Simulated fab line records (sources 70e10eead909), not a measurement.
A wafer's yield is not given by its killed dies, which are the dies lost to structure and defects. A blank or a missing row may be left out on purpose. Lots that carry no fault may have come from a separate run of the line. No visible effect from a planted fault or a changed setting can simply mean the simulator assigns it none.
fab line records ; flow nand_harc ; part 2 of 2: steps 4 to 6 of 6
[record] lots = 23; wafers = 69; last_day = 35
route steps=1302 shown A_STAIRCASE@876 A_SGD_CUT@907 A_SLIT@942 A_WL_FILL@952
lots that met no fault: taken from a fault-free run of the same line
start_h: the number of hours between the record's first day and the start of the first shown wafer of the lot ; wait_h: how many hours have passed since the lot's step before this one ; " as in the row above ; L1.1+2: one row covering several wafers at once ; - value missing, or start not given ; * or withheld: withheld ; < > ~ a bound
route shown NAME@n: a module of which the file shows steps, and the number in the route of the first ; usual: the fault-free wafers' mean and standard deviation ; same: alike in all rows ; chamber/n: place in a boat ; sites: readings site by site ; _std_site: their standard deviation ; _edge_site: inner sites' mean taken away from outer sites' mean ; radius_mm: how far each site lies from the wafer's centre ; mask NAME#n: copy n ; behind: tool/chamber where the wafer was last shaped ; hold: why the lot went on hold/how many hours it stayed there/how the hold came to an end ; device: the transistor (n, p or np) that didn't switch ; end of line: the route-end tests of the same wafers ; for a step that has no rows: nothing shown but its recipe ; killed: not the wafer's yield, but the dies lost to structure and defects at the first sort ; map: dies across one wafer; x = killed, . = not, _ = none there
set.NAME: the setting the step ran with; set.NAME@STEP: the setting that earlier step ran with ; model.NAME: the simulator's own value behind a step, which no gauge read
a sample of lots followed through the steps of the route, with each step as a table and each wafer as a row
services: from which hour (start_h, from the record's first day; less than 0 if before it) a tool's chamber was out of use, for how many hours, and why
[[steps]]
[step NHARC_A_SLIT_STRIP_18]
[recipe] o2_flow_sccm = 500; ar_flow_sccm = 0; bias_w = 0; chemistry = O2
[usual] drypump_motor_current_A = 5.6/0.34; mfc_ar_sccm = 0.005/0.0075; oes_product_au = 1.002/0.0079; rf_vpp_V = 57.7/0.9; showerhead_plenum_p_Torr = 3.50/0.14; throttle_valve_pct = 17.036/0.0087
lot.wafer;tool;chamber;start_h;wait_h;drypump_motor_current_A;mfc_ar_sccm;oes_product_au;rf_hours_counter_h;rf_vpp_V;showerhead_plenum_p_Torr;throttle_valve_pct
L074.3;rie_diel-13;2;-;-;5.8;0.001;0.983;6;56.6;3.56;17.052
L074.2;rie_diel-13;0;-;-;5.2;0.012;0.998;7;57.0;3.36;17.035
L074.6;rie_diel-13;1;-;-;5.4;0.002;1.007;-;56.9;3.33;17.044
L075.4;rie_diel-02;1;-;-;5.3;0;1.009;4;58.3;3.56;17.051
L075.1;rie_diel-02;2;-;-;5.3;0.002;1.003;4;57.6;3.39;17.039
L075.5;rie_diel-02;2;-;-;5.3;0.002;1.002;-;57.7;3.39;17.057
L077.4;rie_diel-13;1;-;-;5.4;0.002;1.002;8;56.0;3.33;17.042
L077.3;rie_diel-13;2;-;-;5.8;0.001;1.002;7;57.6;3.56;17.025
L077.6;rie_diel-13;0;-;-;5.1;0.012;1.012;-;58.7;3.36;17.034
L079.2;rie_diel-02;1;-;-;5.4;0;1.007;6;57.3;3.56;17.039
L079.1;rie_diel-02;2;-;-;5.3;0.002;0.991;6;57.8;3.39;17.045
L079.4;rie_diel-02;3;-;-;6.2;0;0.994;6;58.2;3.69;17.051
L078.4;rie_diel-05;2;-;-;6.1;0;1.002;3;56.1;3.32;17.027
L078.1;rie_diel-05;0;-;-;5.5;0;1.002;5;57.7;3.75;17.025
L078.6;rie_diel-05;2;-;-;6.0;0;0.997;-;56.6;3.32;17.018
L076.1;rie_diel-05;3;-;-;5.1;0.010;1.014;3;58.5;3.30;17.033
L076.3;rie_diel-05;0;-;-;5.5;0;1.014;5;57.1;3.75;17.042
L076.4;rie_diel-05;2;-;-;6.0;0;1.011;3;56.8;3.32;17.033
L080.4;rie_diel-02;1;-;-;5.4;0;1.013;8;57.6;3.55;17.030
L080.5;rie_diel-02;1;-;-;5.3;0;1.005;-;58.8;3.56;17.042
L080.6;rie_diel-02;2;-;-;5.3;0.002;1.001;-;57.0;3.39;17.041
L082.1;rie_diel-05;2;-;-;6.0;0;0.999;5;57.1;3.32;17.035
L082.2;rie_diel-05;0;-;-;5.5;0;1.012;6;59.0;3.75;17.038
L082.4;rie_diel-05;1;-;-;5.9;0.016;1.021;6;57.7;3.62;17.031
L081.2;rie_diel-05;0;-;-;5.5;0;1.005;7;59.2;3.75;17.035
L081.6;rie_diel-05;0;-;-;5.5;0;0.998;-;56.8;3.75;17.041
L081.5;rie_diel-05;3;-;-;5.1;0.010;0.997;-;57.5;3.29;17.026
L083.4;rie_diel-13;0;-;-;5.2;0.012;0.994;1;58.3;3.36;17.032
L083.3;rie_diel-13;1;-;-;5.4;0.002;0.992;1;56.9;3.33;17.054
L083.2;rie_diel-13;2;-;-;5.8;0.001;0.993;2;57.1;3.56;17.037
L084.1;rie_diel-13;1;-;-;5.4;0.002;1.001;2;55.3;3.33;17.038
L084.3;rie_diel-13;2;-;-;5.8;0.001;0.986;3;58.1;3.56;17.040
L084.5;rie_diel-13;0;-;-;5.2;0.012;0.984;-;57.4;3.36;17.060
L086.4;rie_diel-02;2;-;-;5.3;0.002;0.999;12;58.0;3.39;17.045
L086.3;rie_diel-02;3;-;-;6.2;0;0.996;12;57.4;3.69;17.048
L086.5;rie_diel-02;3;-;-;6.2;0;1.003;-;59.1;3.69;17.024
L085.2;rie_diel-13;2;-;-;5.8;0.001;0.994;4;57.7;3.56;17.031
L085.3;rie_diel-13;3;-;-;5.8;0.025;1.011;4;57.1;3.51;17.040
L085.6;rie_diel-13;2;-;-;5.8;0.001;0.985;-;58.9;3.56;17.020
L087.4;rie_diel-02;2;-;-;5.3;0.002;1.003;0;57.3;3.39;17.033
L087.2;rie_diel-02;3;-;-;6.2;0;1.002;0;58.7;3.69;17.033
L087.5;rie_diel-02;1;-;-;5.3;0;0.996;-;58.4;3.55;17.031
L088.4;rie_diel-02;3;-;-;6.2;0;0.997;1;59.3;3.69;17.026
L088.1;rie_diel-02;0;-;-;5.6;0;0.991;1;58.6;3.60;17.047
L088.5;rie_diel-02;3;-;-;6.2;0;1.002;-;57.0;3.69;17.037
L089.3;rie_diel-05;1;-;-;5.9;0.016;1.025;1;57.2;3.61;17.036
L089.2;rie_diel-05;2;-;-;6.0;0;1.008;1;58.1;3.32;17.018
L089.1;rie_diel-05;0;-;-;5.5;0;1.011;1;58.9;3.75;17.041
L090.1;rie_diel-13;0;-;-;5.2;0.012;0.996;6;57.2;3.36;17.038
L090.6;rie_diel-13;2;-;-;5.8;0.001;0.991;-;58.3;3.56;17.042
L090.5;rie_diel-13;3;-;-;5.8;0.025;1.007;-;56.2;3.51;17.041
L091.3;rie_diel-13;0;-;-;5.2;0.012;1.004;7;56.2;3.36;17.041
L091.4;rie_diel-13;2;-;-;5.8;0.001;0.986;-;58.0;3.56;17.038
L091.6;rie_diel-13;0;-;-;5.2;0.012;0.998;-;58.9;3.36;17.033
L092.1;rie_diel-05;1;-;-;5.9;0.016;1.015;2;59.3;3.61;17.025
L092.3;rie_diel-05;2;-;-;6.0;0;0.997;2;58.5;3.32;17.040
L092.6;rie_diel-05;1;-;-;5.9;0.016;1.017;-;59.5;3.61;17.020
L093.3;rie_diel-13;3;-;-;5.8;0.025;1.014;8;58.5;3.51;17.036
L093.5;rie_diel-13;3;-;-;5.8;0.025;1.000;-;57.3;3.51;17.024
L093.6;rie_diel-13;0;-;-;5.2;0.012;0.992;-;55.5;3.36;17.031
L094.4;rie_diel-02;1;-;-;5.3;0;1.001;4;56.2;3.55;17.033
L094.6;rie_diel-02;3;-;-;6.2;0;1.003;-;57.6;3.69;17.047
L094.5;rie_diel-02;0;-;-;5.6;0;0.990;-;57.3;3.60;17.034
L096.3;rie_diel-02;3;-;-;6.2;0;1.010;8;58.0;3.68;17.024
L096.2;rie_diel-02;0;-;-;5.6;0;1.000;9;58.1;3.59;17.034
L096.1;rie_diel-02;2;-;-;5.3;0.002;1.006;8;57.4;3.38;17.041
L097.3;rie_diel-02;3;-;-;6.2;0;1.001;10;57.2;3.68;17.030
L097.2;rie_diel-02;0;-;-;5.6;0;1.004;11;58.2;3.59;17.036
L097.5;rie_diel-02;1;-;-;5.4;0;1.005;-;58.5;3.55;17.018
[step NHARC_A_WL_FILL_ALD_00]
[recipe] target_thk_a = 30; pulse_time_s = 3; ald_cycles = 30; temp_c = 300; material = Al2O3
[usual] heater_power_w = 469/47; precursor_pulse_height_rel = 1.000/0.019
lot.wafer;tool;chamber;start_h;wait_h;heater_power_w;precursor_pulse_height_rel
L074.3;ald_hk-01;3;472.09;0.1;465;0.981
L074.2;ald_hk-01;2;472.09;0.1;432;0.962
L074.6;ald_hk-01;0;472.09;0.1;448;1.020
L075.1;ald_hk-01;0;485.65;5.5;455;1.023
L075.4;ald_hk-01;2;485.65;5.5;448;0.961
L075.5;ald_hk-01;0;485.65;5.5;438;1.022
L079.4;ald_hk-03;2;490.65;0.1;525;1.000
L079.1;ald_hk-03;3;490.65;0.1;438;1.034
L079.2;ald_hk-03;0;490.65;0.1;439;1.010
L077.4;ald_hk-04;2;490.65;0.1;450;0.977
L077.3;ald_hk-04;1;490.65;0.1;432;0.985
L077.6;ald_hk-04;2;490.65;0.1;419;1.009
L078.1;ald_hk-03;1;494.56;0.1;531;1.003
L078.4;ald_hk-03;2;494.56;0.1;514;0.979
L078.6;ald_hk-03;0;494.56;0.1;423;1.001
L076.3;ald_hk-01;0;496.41;0.1;447;1.011
L076.4;ald_hk-01;2;496.41;0.1;440;0.992
L076.1;ald_hk-01;3;496.41;0.1;436;0.935
L080.4;ald_hk-01;1;512.70;0.1;555;0.999
L080.6;ald_hk-01;1;512.70;0.1;567;1.005
L080.5;ald_hk-01;2;512.70;0.1;450;1.001
L082.4;ald_hk-01;1;528.30;0.1;564;0.988
L082.2;ald_hk-01;2;528.30;0.1;443;0.977
L082.1;ald_hk-01;0;528.30;0.1;439;1.026
L081.2;ald_hk-01;1;541.89;0.1;553;0.964
L081.5;ald_hk-01;2;541.89;0.1;427;1.019
L081.6;ald_hk-01;3;541.89;0.1;436;0.994
L083.4;ald_hk-01;3;555.73;2.5;441;0.998
L083.3;ald_hk-01;0;555.73;2.5;453;0.995
L083.2;ald_hk-01;2;555.73;2.5;445;1.031
L084.1;ald_hk-04;2;561.71;0.1;445;1.003
L084.3;ald_hk-04;1;561.71;0.1;438;0.989
L084.5;ald_hk-04;3;561.71;0.1;473;1.010
L086.4;ald_hk-03;3;569.19;0.1;439;0.995
L086.3;ald_hk-03;0;569.19;0.1;427;0.987
L086.5;ald_hk-03;0;569.19;0.1;434;1.003
L085.2;ald_hk-04;3;571.09;2.0;479;0.997
L085.3;ald_hk-04;2;571.09;2.0;429;0.982
L085.6;ald_hk-04;3;571.09;2.0;465;1.026
L087.2;ald_hk-01;3;589.91;0.1;433;1.028
L087.4;ald_hk-01;1;589.91;0.1;571;0.992
L087.5;ald_hk-01;3;589.91;0.1;438;0.990
L088.1;ald_hk-04;0;607.00;0.1;518;0.987
L088.4;ald_hk-04;1;607.00;0.1;434;1.026
L088.5;ald_hk-04;3;607.00;0.1;487;0.965
L089.1;ald_hk-03;3;611.37;0.1;418;0.979
L089.2;ald_hk-03;0;611.37;0.1;426;1.015
L089.3;ald_hk-03;2;611.37;0.1;499;0.996
L090.1;ald_hk-03;3;627.68;0.2;412;1.002
L090.6;ald_hk-03;2;627.68;0.2;490;1.008
L090.5;ald_hk-03;3;627.68;0.2;425;1.010
L092.3;ald_hk-03;2;637.19;0.2;500;1.021
L092.1;ald_hk-03;3;637.19;0.2;429;1.018
L092.6;ald_hk-03;0;637.19;0.2;432;0.993
L091.4;ald_hk-03;3;637.46;0.4;419;1.011
L091.3;ald_hk-03;1;637.46;0.4;560;0.963
L091.6;ald_hk-03;3;637.46;0.4;421;1.006
L093.3;ald_hk-01;0;652.13;0.1;460;0.985
L093.6;ald_hk-01;0;652.13;0.1;446;1.001
L093.5;ald_hk-01;1;652.13;0.1;585;1.000
L094.4;ald_hk-04;3;652.18;0.1;452;0.975
L094.6;ald_hk-04;0;652.18;0.1;494;1.014
L094.5;ald_hk-04;1;652.18;0.1;439;1.028
L096.2;ald_hk-03;3;678.63;0.1;426;1.006
L096.1;ald_hk-03;0;678.63;0.1;431;0.990
L096.3;ald_hk-03;1;678.63;0.1;554;0.991
L097.2;ald_hk-03;3;710.80;0.1;427;0.971
L097.3;ald_hk-03;1;710.80;0.1;548;0.996
L097.5;ald_hk-03;3;710.80;0.1;427;1.029
[step NHARC_A_WL_FILL_CVD_20]
[recipe] target_thk_a = 1000; temp_c = 400; pressure_torr = 40; wf6_flow_sccm = 40; h2_flow_sccm = 1600; ar_flow_sccm = 1560; time_s = 74; material = W
[usual] heater_power_w = 864/34; mfc_ar_sccm = 1559/4.6; throttle_valve_pct = 7.94/0.18
lot.wafer;tool;chamber;start_h;wait_h;heater_power_w;mfc_ar_sccm;throttle_valve_pct
L074.2;cvd_w-02;1;-;-;834;1553;8.07
L074.3;cvd_w-02;1;-;-;833;1547;7.99
L074.6;cvd_w-02;0;-;-;863;1557;7.82
L075.1;cvd_w-01;0;-;-;891;1554;7.89
L075.4;cvd_w-01;0;-;-;868;1562;8.04
L075.5;cvd_w-01;0;-;-;872;1560;7.93
L079.2;cvd_w-02;0;-;-;860;1561;7.74
L079.1;cvd_w-02;1;-;-;836;1560;7.80
L079.4;cvd_w-02;1;-;-;825;1558;7.88
L077.4;cvd_w-01;0;-;-;887;1559;8.03
L077.3;cvd_w-01;1;-;-;936;1560;8.08
L077.6;cvd_w-01;0;-;-;869;1554;7.91
L078.1;cvd_w-02;0;-;-;850;1562;7.65
L078.4;cvd_w-02;1;-;-;840;1563;8.10
L078.6;cvd_w-02;0;-;-;855;1555;7.70
L076.1;cvd_w-01;1;-;-;916;1556;8.12
L076.4;cvd_w-01;0;-;-;889;1556;7.78
L076.3;cvd_w-01;1;-;-;914;1559;7.90
L080.4;cvd_w-01;1;-;-;918;1566;7.90
L080.5;cvd_w-01;1;-;-;929;1558;8.03
L080.6;cvd_w-01;1;-;-;906;1564;8.11
L082.2;cvd_w-01;1;-;-;918;1556;7.71
L082.1;cvd_w-01;0;-;-;856;1555;8.18
L082.4;cvd_w-01;0;-;-;885;1564;8.19
L081.2;cvd_w-02;0;-;-;880;1562;8.05
L081.5;cvd_w-02;0;-;-;865;1567;7.86
L081.6;cvd_w-02;1;-;-;816;1562;7.64
L083.2;cvd_w-02;1;-;-;829;1559;8.02
L083.3;cvd_w-02;1;-;-;834;1568;7.73
L083.4;cvd_w-02;0;-;-;882;1560;7.90
L084.1;cvd_w-02;0;-;-;848;1563;8.14
L084.3;cvd_w-02;1;-;-;839;1558;8.00
L084.5;cvd_w-02;1;-;-;844;1555;7.96
L086.3;cvd_w-01;1;-;-;885;1558;7.86
L086.4;cvd_w-01;0;-;-;871;1558;7.58
L086.5;cvd_w-01;0;-;-;872;1554;7.66
L085.2;cvd_w-02;0;-;-;858;1560;7.99
L085.3;cvd_w-02;0;-;-;864;1553;7.92
L085.6;cvd_w-02;0;-;-;880;1561;7.89
L087.2;cvd_w-01;1;-;-;892;1565;8.02
L087.4;cvd_w-01;0;-;-;881;1552;7.96
L087.5;cvd_w-01;0;-;-;856;1552;7.99
L088.1;cvd_w-02;1;-;-;845;1556;7.94
L088.4;cvd_w-02;1;-;-;825;1554;8.25
L088.5;cvd_w-02;1;-;-;833;1561;7.89
L089.1;cvd_w-02;1;-;-;839;1555;8.18
L089.2;cvd_w-02;1;-;-;831;1560;8.22
L089.3;cvd_w-02;1;-;-;824;1562;8.17
L090.1;cvd_w-02;0;-;-;815;1553;7.77
L090.6;cvd_w-02;1;-;-;846;1563;7.99
L090.5;cvd_w-02;0;-;-;815;1561;7.68
L091.4;cvd_w-01;0;-;-;887;1560;8.23
L091.3;cvd_w-01;1;-;-;896;1559;7.98
L091.6;cvd_w-01;1;-;-;875;1559;8.16
L092.1;cvd_w-02;0;-;-;809;1557;7.67
L092.3;cvd_w-02;0;-;-;812;1563;7.70
L092.6;cvd_w-02;1;-;-;849;1552;7.96
L094.4;cvd_w-02;1;-;-;876;1559;7.86
L094.5;cvd_w-02;1;-;-;839;1560;7.68
L094.6;cvd_w-02;0;-;-;804;1555;7.74
L093.3;cvd_w-01;1;-;-;893;1562;8.10
L093.5;cvd_w-01;1;-;-;910;1562;8.10
L093.6;cvd_w-01;1;-;-;909;1560;8.04
L096.1;cvd_w-01;1;-;-;905;1558;8.05
L096.2;cvd_w-01;0;-;-;887;1563;7.83
L096.3;cvd_w-01;1;-;-;906;1564;8.08
L097.2;cvd_w-02;0;-;-;803;1558;7.78
L097.3;cvd_w-02;0;-;-;823;1557;7.63
L097.5;cvd_w-02;1;-;-;851;1565;7.71
[[services]]
tool;chamber;start_h;hours;kind
cvd_w-02;1;423.48;3.6;repair
cvd_w-01;-;444.24;0.8;repair
cvd_w-02;-;450.00;13.0;pm
rie_diel-05;3;506.30;4.1;repair
rie_diel-13;-;519.00;9.0;pm
rie_diel-05;1;525.55;23.4;repair
rie_diel-05;3;535.63;6.8;repair
rie_diel-05;0;536.30;4.9;repair
rie_diel-05;-;538.78;0.4;repair
rie_diel-02;-;570.70;9.0;pm
rie_diel-05;-;583.60;9.0;pm
rie_diel-05;3;596.32;17.8;repair
rie_diel-02;1;626.30;17.0;repair
rie_diel-13;3;629.27;2.4;repair
cvd_w-02;-;631.00;13.0;pm
rie_diel-05;-;645.95;6.1;repair
rie_diel-02;1;654.36;47.2;repair
rie_diel-13;2;657.32;9.6;repair
rie_diel-05;2;657.69;38.7;repair
rie_diel-02;2;690.58;2.6;repair
rie_diel-13;-;696.00;9.0;pm
rie_diel-02;1;704.48;5.8;repair
rie_diel-02;-;714.59;0.2;repair
rie_diel-05;-;727.48;0.8;repair
